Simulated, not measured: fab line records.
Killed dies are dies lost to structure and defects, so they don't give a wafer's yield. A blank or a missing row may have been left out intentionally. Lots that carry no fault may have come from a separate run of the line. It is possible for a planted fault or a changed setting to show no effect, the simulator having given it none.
The same fault as seen by 2 desks ; flow n5 finfet ; what lay behind the numbers comes last; until then each desk has only its own

== THE TOOL OWNER'S DESK: cvd co-01 ==
The tool's own readings at N5_BEOL_M2_CVD_47 (deposits Co from CCTBA/H2, target thk 3 nm, time 223.8 s): means of the sampled wafers that have a number, for each lot that ran on this tool. Marked OUT: a lot whose mean sits more than 4 standard deviations from the usual mean, which makes it out of limits; the brackets give that distance.
Columns: A = run length s at N5_BEOL_M2_CVD_47, usual 247.3 s
lot;first seen here;A
L309;day 7 19:39;247.6
L320;day 10 15:35;247.7
L327;day 12 05:05;249.2
L328;day 12 08:35;249.6
L329;day 12 11:01;249.8
This desk's finding: nothing out of limits on any of the 5 lots.

== METROLOGY DESK ==
Means of the sampled wafers that have a number, per lot and without regard to the tool the lot ran on: this is what the gauges read. Marked OUT: a lot whose mean sits more than 4 standard deviations from the usual mean, which makes it out of limits; the brackets give that distance. 7 of its 10 readings are shown, namely those furthest out on some lot.
Columns: A = DIBL_N at N5_BEOL_M4_RC_MEAS_101, usual 35.9 mV/V; B = DIBL_P at N5_BEOL_M4_RC_MEAS_101, usual 36.3 mV/V; C = ION_N at N5_BEOL_M4_RC_MEAS_101, usual 672 uA/um; D = ION_P at N5_BEOL_M4_RC_MEAS_101, usual 462 uA/um; E = SS_P at N5_BEOL_M4_RC_MEAS_101, usual 73.3 mV/dec; F = VT_N at N5_BEOL_M4_RC_MEAS_101, usual 250.4 mV; G = VT_P at N5_BEOL_M4_RC_MEAS_101, usual -250.5 mV
lot;first seen here;A;B;C;D;E;F;G
L309;day 9 02:06;34.0;36.5;668;462;73.6;247.4;-251.1
L314;day 10 09:09;37.8;38.8;678;470;74.4;247.9;-249.3
L317;day 10 20:38;35.4;34.7;668;464;73.1;251.8;-246.3
L318;day 11 03:49;34.9;34.1;658;459;73.0;254.4;-252.3
L321;day 12 04:38;36.7;37.0;676;465;73.8;245.2;-247.5
L320;day 12 10:47;35.9;35.9;659;452;72.9;252.0;-252.1
L326;day 13 15:25;33.9;34.7;674;468;73.1;251.1;-247.3
L327;day 13 21:21;33.8;35.9;677;467;73.2;251.9;-251.4
L328;day 14 01:19;36.8;38.0;690;470;74.5;247.8;-249.3
L329;day 14 04:28;35.4;36.4;671;462;72.9;252.6;-252.8
This desk's finding: nothing out of limits on any of the 10 lots.

== BROUGHT TOGETHER ==
Nothing out of limits was seen by the tool owner's desk.
The metrology desk saw nothing out of limits.

== WHAT HAD BEEN PUT IN BY THE SIMULATOR ==
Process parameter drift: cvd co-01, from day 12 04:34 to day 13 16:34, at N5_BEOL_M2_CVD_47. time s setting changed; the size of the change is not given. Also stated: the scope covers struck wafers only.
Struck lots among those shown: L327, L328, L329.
